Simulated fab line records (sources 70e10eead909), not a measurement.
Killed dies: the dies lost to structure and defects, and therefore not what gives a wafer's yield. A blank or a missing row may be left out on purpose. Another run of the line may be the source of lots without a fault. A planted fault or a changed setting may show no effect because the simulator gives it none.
Which of the tools did it? | flow nand_harc | 6 lots with 18 wafers sampled at 2 steps, on a route of 1302 steps

WHAT EACH GAUGE READ, for each wafer
NHARC_A_ONON_D2_THK_MEAS_02: measures by ellipsometry.
lot  | measured     | on            | thk_nm (nm)
L259 | day 12 23:46 | film_metro-02 | 1002 1001 1000
L261 | day 13 15:12 | film_metro-01 | 1001 1002 1002
L262 | day 14 11:13 | film_metro-01 | 1020 1021 1019
L266 | day 16 01:35 | film_metro-01 | 986 986 985
L278 | day 20 23:37 | film_metro-01 | 992 994 994
L280 | day 21 16:56 | film_metro-01 | 1007 1008 1008

WHAT TOOL EACH LOT RAN ON (gives the tool, then ch and the chambers of the sampled wafers, and finally the start)
lot  | NHARC_A_ONON_D2_DEP_00
L259 | pecvd_onon-02 ch 0, day 12 23:19
L261 | pecvd_onon-02 ch 0, day 13 14:41
L262 | pecvd_onon-02 ch 0, day 14 10:43
L266 | pecvd_onon-03 ch 0, day 16 01:08
L278 | pecvd_onon-02 ch 0, day 20 23:14
L280 | pecvd_onon-03 ch 0, day 21 16:29
- NHARC_A_ONON_D2_DEP_00: target thk 1000 nm.

THE ANSWER, worked out from the rows above alone
Rule: what is usual is taken from the lots themselves. The widest of any qualifying gaps counts: lots, ordered by their means at a reading, are off when they make up no more than a third of the lots, leave a main group of 4 or more, and stand apart from it by 3 or more times the standard deviation of that group's means. If all means in a main group match to the digits the tables above print for the reading, that group is not used. Also off: a lot with no number at a reading for which 4 or more lots have one. Where the step has rows for the other lots, those lots are counted as sound.
Nothing can be told from this: no lot is off at any reading shown.

WHAT HAD BEEN PUT IN BY THE SIMULATOR
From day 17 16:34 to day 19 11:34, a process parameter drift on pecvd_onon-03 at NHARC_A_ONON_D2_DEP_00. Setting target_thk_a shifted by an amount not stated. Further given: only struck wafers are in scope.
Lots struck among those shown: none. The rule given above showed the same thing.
